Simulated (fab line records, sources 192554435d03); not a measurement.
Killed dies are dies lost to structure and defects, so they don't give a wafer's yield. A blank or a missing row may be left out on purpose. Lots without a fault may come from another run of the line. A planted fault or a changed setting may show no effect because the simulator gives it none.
Chamber matching | flow n5_finfet | N5_GATE_CUT_HM_DEP_46 on pecvd-03: 3 sister chambers
The step deposits SiO2 from TEOS/O2, target thk 130 nm, time 26.6 s. 3 wafers are shown with their chamber, then 7 later ones without.

WAFERS WITH THEIR CHAMBER
wafer  | chamber | throttle_valve_pct (%)
L088.6 | 2       | 17.9
L092.1 | 0       | 19.7
L092.2 | 1       | 18.1

WAFERS WITHOUT THEIR CHAMBER
wafer  | throttle_valve_pct (%)
L092.4 | 18.1
L095.3 | 19.9
L095.4 | 18.2
L095.6 | 18.2
L097.1 | 20.2
L097.3 | 18.6
L097.5 | 20.0

WHICH CHAMBER EACH WENT THROUGH
wafer  | from the rows above          | in truth
L092.4 | can't be placed: 1 or 2      | 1
L095.3 | 0                            | 0
L095.4 | can't be placed: 1 or 2      | 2
L095.6 | can't be placed: 1 or 2      | 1
L097.1 | 0                            | 0
L097.3 | can't be placed: 1 or 2 or 0 | 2
L097.5 | 0                            | 0
Placed correctly: 3 of 7. Can't be placed from these rows: 4 (the true chamber is among the candidates in 4). Placed wrongly: 0.
How it was worked out, from the rows above alone: a wafer's distance from a chamber is the root of the sum, over the readings, of the square of ((its reading less the chamber's mean) divided by the reading's scatter). The wafer belongs to the nearest chamber; if the next one is less than 2 further off, it can't be placed. A chamber's mean is the mean of its shown wafers. The scatter: with one shown wafer a chamber, the root of the mean of the squares of how far each hidden wafer lies from its nearest shown one.
